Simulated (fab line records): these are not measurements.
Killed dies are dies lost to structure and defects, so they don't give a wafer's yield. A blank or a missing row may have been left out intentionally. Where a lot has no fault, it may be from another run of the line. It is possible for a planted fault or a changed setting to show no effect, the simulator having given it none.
What tool caused it? || flow n5 finfet || 10 lots, 29 wafers sampled, at 5 steps of a route of 1938

## WHAT EACH GAUGE READ, for each wafer
N5_BEOL_M4_RC_MEAS_101.
{"lot": "L685", "measured": "day 8 19:38", "on": "prober-01", "DIBL_N (mV/V)": "37.7 32.4 36.1", "DIBL_P (mV/V)": "39.0 32.8 37.3", "IOFF_N (nA/um)": "0.21 0.11 0.18", "IOFF_P (nA/um)": "0.24 0.15 0.21", "ION_N (uA/um)": "684 666 682", "ION_P (uA/um)": "467 458 465", "SS_N (mV/dec)": "72.2 70.6 71.9", "SS_P (mV/dec)": "74.0 72.1 73.8", "VT_N (mV)": "244.9 253.1 246.9", "VT_P (mV)": "-249 -256 -250"}
{"lot": "L686", "measured": "day 8 22:56", "on": "prober-02", "DIBL_N (mV/V)": "38.7 35.8 34.1", "DIBL_P (mV/V)": "40.6 36.7 33.8", "IOFF_N (nA/um)": "0.22 0.14 0.12", "IOFF_P (nA/um)": "0.26 0.18 0.15", "ION_N (uA/um)": "701 676 667", "ION_P (uA/um)": "473 455 454", "SS_N (mV/dec)": "72.0 71.4 71.0", "SS_P (mV/dec)": "74.6 73.2 72.5", "VT_N (mV)": "242.9 251.4 251.3", "VT_P (mV)": "-248 -256 -256"}
{"lot": "L687", "measured": "day 9 10:14", "on": "prober-02", "DIBL_N (mV/V)": "36.0 37.9 35.0", "DIBL_P (mV/V)": "36.5 39.2 35.4", "IOFF_N (nA/um)": "0.17 0.21 0.15", "IOFF_P (nA/um)": "0.24 0.29 0.21", "ION_N (uA/um)": "691 684 684", "ION_P (uA/um)": "468 471 469", "SS_N (mV/dec)": "71.0 71.7 70.8", "SS_P (mV/dec)": "73.2 74.4 73.2", "VT_N (mV)": "248.1 245.2 249.1", "VT_P (mV)": "-247 -246 -249"}
{"lot": "L688", "measured": "day 10 00:26", "on": "prober-02", "DIBL_N (mV/V)": "37.3 39.4 37.5", "DIBL_P (mV/V)": "37.8 38.5 36.9", "IOFF_N (nA/um)": "0.18 0.21 0.18", "IOFF_P (nA/um)": "0.23 0.24 0.22", "ION_N (uA/um)": "690 693 689", "ION_P (uA/um)": "467 462 468", "SS_N (mV/dec)": "71.9 72.3 71.6", "SS_P (mV/dec)": "74.0 74.5 73.8", "VT_N (mV)": "246.8 245.6 246.4", "VT_P (mV)": "-249 -248 -249"}
{"lot": "L689", "measured": "day 9 19:16", "on": "prober-02", "DIBL_N (mV/V)": "36.6 37.9 38.8", "DIBL_P (mV/V)": "35.3 38.5 38.1", "IOFF_N (nA/um)": "0.14 0.18 0.19", "IOFF_P (nA/um)": "0.16 0.22 0.21", "ION_N (uA/um)": "663 684 681", "ION_P (uA/um)": "449 464 463", "SS_N (mV/dec)": "72.0 72.4 71.7", "SS_P (mV/dec)": "72.9 74.1 74.2", "VT_N (mV)": "253.8 248.7 249.6", "VT_P (mV)": "-254 -253 -253"}
{"lot": "L690", "measured": "day 10 00:10", "on": "prober-01", "DIBL_N (mV/V)": "38.2 38.0 37.1", "DIBL_P (mV/V)": "39.4 37.8 36.8", "IOFF_N (nA/um)": "0.22 0.20 0.18", "IOFF_P (nA/um)": "0.31 0.29 0.26", "ION_N (uA/um)": "697 686 680", "ION_P (uA/um)": "481 479 466", "SS_N (mV/dec)": "72.4 72.1 72.2", "SS_P (mV/dec)": "74.2 73.6 73.5", "VT_N (mV)": "245.5 245.1 246.5", "VT_P (mV)": "-244 -243 -247"}
{"lot": "L691", "measured": "day 10 03:49", "on": "prober-01", "DIBL_N (mV/V)": "37.7 37.6 34.5", "DIBL_P (mV/V)": "37.9 37.6 35.4", "IOFF_N (nA/um)": "0.15 0.16 0.11", "IOFF_P (nA/um)": "0.19 0.18 0.15", "ION_N (uA/um)": "665 673 655", "ION_P (uA/um)": "458 454 452", "SS_N (mV/dec)": "71.3 71.9 70.6", "SS_P (mV/dec)": "74.0 72.9 73.1", "VT_N (mV)": "251.8 252.4 255.9", "VT_P (mV)": "-255 -257 -258"}
{"lot": "L693", "measured": "day 10 19:43", "on": "prober-02", "DIBL_N (mV/V)": "35.7 38.2 34.0", "DIBL_P (mV/V)": "37.0 41.7 35.3", "IOFF_N (nA/um)": "0.14 0.21 0.13", "IOFF_P (nA/um)": "0.18 0.25 0.17", "ION_N (uA/um)": "663 690 665", "ION_P (uA/um)": "455 469 462", "SS_N (mV/dec)": "72.0 71.6 70.7", "SS_P (mV/dec)": "73.9 75.1 73.4", "VT_N (mV)": "250.1 245.4 251.2", "VT_P (mV)": "-254 -252 -255"}
{"lot": "L698", "measured": "day 12 17:44", "on": "prober-02", "DIBL_N (mV/V)": 35.9, "DIBL_P (mV/V)": 36.3, "IOFF_N (nA/um)": 0.15, "IOFF_P (nA/um)": 0.18, "ION_N (uA/um)": 676, "ION_P (uA/um)": 457, "SS_N (mV/dec)": 71.1, "SS_P (mV/dec)": 73.5, "VT_N (mV)": 247.3, "VT_P (mV)": -255}
{"lot": "L704", "measured": "day 14 06:01", "on": "prober-01", "DIBL_N (mV/V)": "38.4 37.4 37.3", "DIBL_P (mV/V)": "37.9 36.2 35.7", "IOFF_N (nA/um)": "0.20 0.18 0.17", "IOFF_P (nA/um)": "0.24 0.22 0.21", "ION_N (uA/um)": "695 678 666", "ION_P (uA/um)": "469 461 461", "SS_N (mV/dec)": "72.2 72.0 71.5", "SS_P (mV/dec)": "74.3 73.4 73.1", "VT_N (mV)": "243.4 247.8 249.1", "VT_P (mV)": "-249 -251 -252"}

N5_MIM_BOT_LITHO_OVL_MEAS_11.
{"lot": "L685", "measured": "day 12 15:25", "on": "overlay-02", "MIM_BOT_OVL (nm)": "7 -3 4"}
{"lot": "L686", "measured": "day 12 23:45", "on": "overlay-02", "MIM_BOT_OVL (nm)": "5 6 2"}
{"lot": "L687", "measured": "day 14 01:11", "on": "overlay-01", "MIM_BOT_OVL (nm)": "3 0 2"}
{"lot": "L688", "measured": "day 13 19:58", "on": "overlay-01", "MIM_BOT_OVL (nm)": "-2 -10 -9"}
{"lot": "L689", "measured": "day 14 07:08", "on": "overlay-01", "MIM_BOT_OVL (nm)": "3 -2 8"}
{"lot": "L690", "measured": "day 14 10:01", "on": "overlay-02", "MIM_BOT_OVL (nm)": "3 0 2"}
{"lot": "L691", "measured": "day 14 11:26", "on": "overlay-02", "MIM_BOT_OVL (nm)": "-4 10 6"}
{"lot": "L693", "measured": "day 14 16:02", "on": "overlay-01", "MIM_BOT_OVL (nm)": "-7 1 -8"}
{"lot": "L698", "measured": "day 16 17:42", "on": "overlay-01", "MIM_BOT_OVL (nm)": -7}
{"lot": "L704", "measured": "day 18 10:30", "on": "overlay-01", "MIM_BOT_OVL (nm)": "-3 -1 3"}

N5_PASSIVATION_OVL_MEAS_60.
{"lot": "L685", "measured": "day 12 17:46", "on": "overlay-01", "TV_OVL (nm)": "3 2 2"}
{"lot": "L686", "measured": "day 13 01:18", "on": "overlay-02", "TV_OVL (nm)": "6 -8 6"}
{"lot": "L687", "measured": "day 14 02:45", "on": "overlay-01", "TV_OVL (nm)": "7 2 1"}
{"lot": "L688", "measured": "day 13 21:41", "on": "overlay-01", "TV_OVL (nm)": "-10 7 9"}
{"lot": "L689", "measured": "day 14 08:47", "on": "overlay-01", "TV_OVL (nm)": "6 11 13"}
{"lot": "L690", "measured": "day 14 12:36", "on": "overlay-01", "TV_OVL (nm)": "7 7 8"}
{"lot": "L691", "measured": "day 14 13:56", "on": "overlay-01", "TV_OVL (nm)": "4 4 3"}
{"lot": "L693", "measured": "day 14 18:08", "on": "overlay-01", "TV_OVL (nm)": "4 7 10"}
{"lot": "L698", "measured": "day 16 19:25", "on": "overlay-02", "TV_OVL (nm)": 3}
{"lot": "L704", "measured": "day 18 13:32", "on": "overlay-02", "TV_OVL (nm)": "3 11 7"}

N5_PASSIVATION_INSPECT_61: inspects for defects (macro).
{"lot": "L685", "measured": "day 12 17:48", "on": "defect inspect-02", "raw defect count": "1 3 1"}
{"lot": "L686", "measured": "day 13 01:19", "on": "defect inspect-01", "raw defect count": "1 0 1"}
{"lot": "L687", "measured": "day 14 02:47", "on": "defect inspect-02", "raw defect count": "3 3 4"}
{"lot": "L688", "measured": "day 13 21:43", "on": "defect inspect-02", "raw defect count": "4 5 4"}
{"lot": "L689", "measured": "day 14 08:48", "on": "defect inspect-02", "raw defect count": "1 3 0"}
{"lot": "L690", "measured": "day 14 12:37", "on": "defect inspect-02", "raw defect count": "1 2 2"}
{"lot": "L691", "measured": "day 14 13:57", "on": "defect inspect-02", "raw defect count": "1 5 0"}
{"lot": "L693", "measured": "day 14 18:10", "on": "defect inspect-02", "raw defect count": "1 2 1"}
{"lot": "L698", "measured": "day 16 19:26", "on": "defect inspect-02", "raw defect count": 5}
{"lot": "L704", "measured": "day 18 13:34", "on": "defect inspect-01", "raw defect count": "4 5 4"}

## WHICH TOOL RAN EACH LOT (tool, then ch and the chambers of the sampled wafers, then the start)
{"lot": "L685", "N5_PMOS_HMC_CHANNEL_EPI_HM_OPEN_15": "rie diel-02 ch 0,2,3, day 2 05:51"}
{"lot": "L686", "N5_PMOS_HMC_CHANNEL_EPI_HM_OPEN_15": "rie diel-06 ch 2,3, day 2 12:04"}
{"lot": "L687", "N5_PMOS_HMC_CHANNEL_EPI_HM_OPEN_15": "rie diel-04 ch 0,1,2, day 2 17:10"}
{"lot": "L688", "N5_PMOS_HMC_CHANNEL_EPI_HM_OPEN_15": "rie diel-02 ch 0,3, day 2 23:28"}
{"lot": "L689", "N5_PMOS_HMC_CHANNEL_EPI_HM_OPEN_15": "rie diel-02 ch 1,3, day 3 05:08"}
{"lot": "L690", "N5_PMOS_HMC_CHANNEL_EPI_HM_OPEN_15": "rie diel-02 ch 0,1, day 3 11:43"}
{"lot": "L691", "N5_PMOS_HMC_CHANNEL_EPI_HM_OPEN_15": "rie diel-02 ch 1,2, day 3 17:07"}
{"lot": "L693", "N5_PMOS_HMC_CHANNEL_EPI_HM_OPEN_15": "rie diel-02 ch 1,3, day 4 05:41"}
{"lot": "L698", "N5_PMOS_HMC_CHANNEL_EPI_HM_OPEN_15": "rie diel-02 ch 2,3, day 5 13:14"}
{"lot": "L704", "N5_PMOS_HMC_CHANNEL_EPI_HM_OPEN_15": "rie diel-06 ch 0,1,2, day 6 23:35"}
- N5_PMOS_HMC_CHANNEL_EPI_HM_OPEN_15: chemistry CHF3/O2, target SiO2, target depth 40.6 nm, time 20.3 s.

## AS READ BY THE TOOLS THEMSELVES (means over the sampled wafers that have a number; for cases with no such wafer, the mark the record gives instead)
N5_PMOS_HMC_CHANNEL_EPI_HM_OPEN_15.
{"lot": "L685", "tool": "rie diel-02", "drypump motor current A (A)": 5.9, "oes_f_703_au (a.u.)": 0.70, "oes product au (a.u.)": 0.70, "rf vpp V (V)": 521, "showerhead plenum p Torr (Torr)": 2.42, "throttle valve pct (%)": 19.11}
{"lot": "L686", "tool": "rie diel-06", "drypump motor current A (A)": 5.9, "oes_f_703_au (a.u.)": 0.82, "oes product au (a.u.)": 0.82, "rf vpp V (V)": 528, "showerhead plenum p Torr (Torr)": 2.47, "throttle valve pct (%)": 18.72}
{"lot": "L687", "tool": "rie diel-04", "drypump motor current A (A)": 5.8, "oes_f_703_au (a.u.)": 0.74, "oes product au (a.u.)": 0.73, "rf vpp V (V)": 531, "showerhead plenum p Torr (Torr)": 2.41, "throttle valve pct (%)": 19.08}
{"lot": "L688", "tool": "rie diel-02", "drypump motor current A (A)": 6.3, "oes_f_703_au (a.u.)": 0.72, "oes product au (a.u.)": 0.72, "rf vpp V (V)": 521, "showerhead plenum p Torr (Torr)": 2.37, "throttle valve pct (%)": 19.07}
{"lot": "L689", "tool": "rie diel-02", "drypump motor current A (A)": 5.9, "oes_f_703_au (a.u.)": 0.75, "oes product au (a.u.)": 0.76, "rf vpp V (V)": 523, "showerhead plenum p Torr (Torr)": 2.45, "throttle valve pct (%)": 19.11}
{"lot": "L690", "tool": "rie diel-02", "drypump motor current A (A)": 6.1, "oes_f_703_au (a.u.)": 0.76, "oes product au (a.u.)": 0.77, "rf vpp V (V)": 529, "showerhead plenum p Torr (Torr)": 2.39, "throttle valve pct (%)": 19.02}
{"lot": "L691", "tool": "rie diel-02", "drypump motor current A (A)": 5.4, "oes_f_703_au (a.u.)": 0.69, "oes product au (a.u.)": 0.70, "rf vpp V (V)": 530, "showerhead plenum p Torr (Torr)": 2.45, "throttle valve pct (%)": 19.11}
{"lot": "L693", "tool": "rie diel-02", "drypump motor current A (A)": 5.9, "oes_f_703_au (a.u.)": 0.92, "oes product au (a.u.)": 0.90, "rf vpp V (V)": 514, "showerhead plenum p Torr (Torr)": 2.46, "throttle valve pct (%)": 18.88}
{"lot": "L698", "tool": "rie diel-02", "drypump motor current A (A)": 5.6, "oes_f_703_au (a.u.)": 0.95, "oes product au (a.u.)": 0.85, "rf vpp V (V)": 518, "showerhead plenum p Torr (Torr)": 2.48, "throttle valve pct (%)": 18.77}
{"lot": "L704", "tool": "rie diel-06", "drypump motor current A (A)": 5.9, "oes_f_703_au (a.u.)": 0.80, "oes product au (a.u.)": 0.79, "rf vpp V (V)": 523, "showerhead plenum p Torr (Torr)": 2.42, "throttle valve pct (%)": 18.71}

## THE ANSWER, worked out from the rows above alone
Rule: the usual values come from the lots themselves. Put in order of their means at a reading, lots are off if they are a third of the lots or fewer, leave a main group of 4 or more, and stand apart from it by a gap of 3 or more times the standard deviation of the main group's means; of several such gaps the widest counts. Not used: any main group whose means are identical at the precision the tables above print for the reading. Also off: a lot with no number at a reading for which 4 or more lots have one. Any other lot the step has rows for is counted as sound. First the gauges in route order, then the tools' own readings, where a lot's mean is used as printed above. At the first step where some lot is off, the reading lying furthest off is the one used; lots without a number count as furthest.
None of the lots is off at any reading shown; this tells nothing.

## WHAT HAD BEEN PUT IN BY THE SIMULATOR
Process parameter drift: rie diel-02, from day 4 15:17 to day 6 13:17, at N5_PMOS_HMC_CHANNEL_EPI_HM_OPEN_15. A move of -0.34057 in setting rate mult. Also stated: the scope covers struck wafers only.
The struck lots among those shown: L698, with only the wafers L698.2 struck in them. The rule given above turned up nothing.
